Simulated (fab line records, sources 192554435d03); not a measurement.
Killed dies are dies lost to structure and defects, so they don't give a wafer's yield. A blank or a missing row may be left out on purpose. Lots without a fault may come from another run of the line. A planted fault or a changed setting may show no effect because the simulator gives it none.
Split-lot experiment | flow n5_finfet | 7 lots, 21 wafers read, on a route of 1938 steps

THE SPLIT
At N5_MIM_TOP_ALD_01 (deposits HfO2, target thk 5.6 nm, pulse time 1 s, purge time 3 s), the setting ald_cycles was moved away from the recipe's 62 on 8 of the 21 wafers read, by -16.1% to +9.7%. The other wafers ran this setting at the recipe's value.

The reading is taken at the split's own step.

THE READING
HfO2_of_MIM_TOP_ALD_01.thk_nm (the simulator's own value, which no gauge read), in nm, at N5_MIM_TOP_ALD_01 (deposits HfO2, target thk 5.6 nm, pulse time 1 s, purge time 3 s). The file gives no usual value for it.

wafer  | tool, chamber at the split | ald_cycles as run | against the recipe | HfO2_of_MIM_TOP_ALD_01.thk_nm, nm | against lot-mates on the recipe
L075.1 | ald_hk-01, 3,2,1           | 62                | recipe             | 5.6                               | -
L075.3 | ald_hk-01, 3,2,1           | 62                | recipe             | 5.6                               | -
L075.4 | ald_hk-01, 3,2,1           | 62                | recipe             | 5.6                               | -
L074.1 | ald_hk-03, 0,3,1           | 62                | recipe             | 5.6                               | -
L074.2 | ald_hk-03, 0,3,1           | 62                | recipe             | 5.6                               | -
L074.6 | ald_hk-03, 0,3,1           | 62                | recipe             | 5.6                               | -
L084.1 | ald_hk-02, 3,2             | 62                | recipe             | 5.6                               | -
L084.5 | ald_hk-02, 3,2             | 62                | recipe             | 5.6                               | -
L084.3 | ald_hk-02, 0               | 55                | -11.3%             | 5                                 | -0.6
L088.1 | ald_hk-03, 0,1             | 62                | recipe             | 5.6                               | -
L088.2 | ald_hk-03, 0,1             | 62                | recipe             | 5.6                               | -
L088.5 | ald_hk-03, 2               | 52                | -16.1%             | 4.6                               | -1.0
L091.1 | ald_hk-01, 1               | 62                | recipe             | 5.6                               | -
L091.4 | ald_hk-01, 3               | 57                | -8.1%              | 5.2                               | -0.4
L091.6 | ald_hk-01, 3               | 57                | -8.1%              | 5.2                               | -0.4
L089.1 | ald_hk-03, 2,3             | 68                | +9.7%              | 6.2                               | +0.6
L089.2 | ald_hk-03, 2,3             | 68                | +9.7%              | 6.2                               | +0.6
L089.6 | ald_hk-03, 3               | 62                | recipe             | 5.6                               | -
L095.1 | ald_hk-03, 1,0             | 66                | +6.5%              | 6                                 | +0.4
L095.5 | ald_hk-03, 1,0             | 66                | +6.5%              | 6                                 | +0.4
L095.3 | ald_hk-03, 0               | 62                | recipe             | 5.6                               | -
Where a row lists several chambers, the file gives one row for several wafers and doesn't say which wafer went through which chamber.

THE FIT
A straight line over all 21 wafers: HfO2_of_MIM_TOP_ALD_01.thk_nm changes by +0.0587 nm for each +1% of ald_cycles; r = +1.00; the points scatter about the line by 0.03 nm.
The same after taking each lot's own level away (the mean of its wafers on the recipe; 21 wafers): +0.0587 nm for each +1%; r = +1.00; scatter 0.03 nm.
On that fit, the largest move of ald_cycles shifts the reading by 0.95 nm.
The lots' own levels span 5.60 to 5.60 nm.
So the lot-to-lot level changes the slope little: the two slopes agree.
Check: with one of the wafers moved furthest among these (-16.1%) left out of the fit, the line predicts -0.898 nm for it against its lot-mates. It came out at -1 nm against them.

OTHER SPLITS ON THESE WAFERS
These wafers also went through other splits before the reading. Each is held against what the fit with the lots' levels taken away leaves over:
other split on the same wafers            | wafers away from the commonest value | r with HfO2_of_MIM_TOP_ALD_01.thk_nm (lot level and that fit taken away)
N5_BEOL_M14_EXPOSE_25 dose_mj             | 7                                    | +0.13
N5_MIM_BOT_SPUTTER_00 chamber_pressure_pa | 12                                   | -0.49

THE FILE'S OWN FIT
HfO2_of_MIM_TOP_ALD_01.thk_nm changes by +0.0587 nm for each +1% of ald_cycles, r = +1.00.
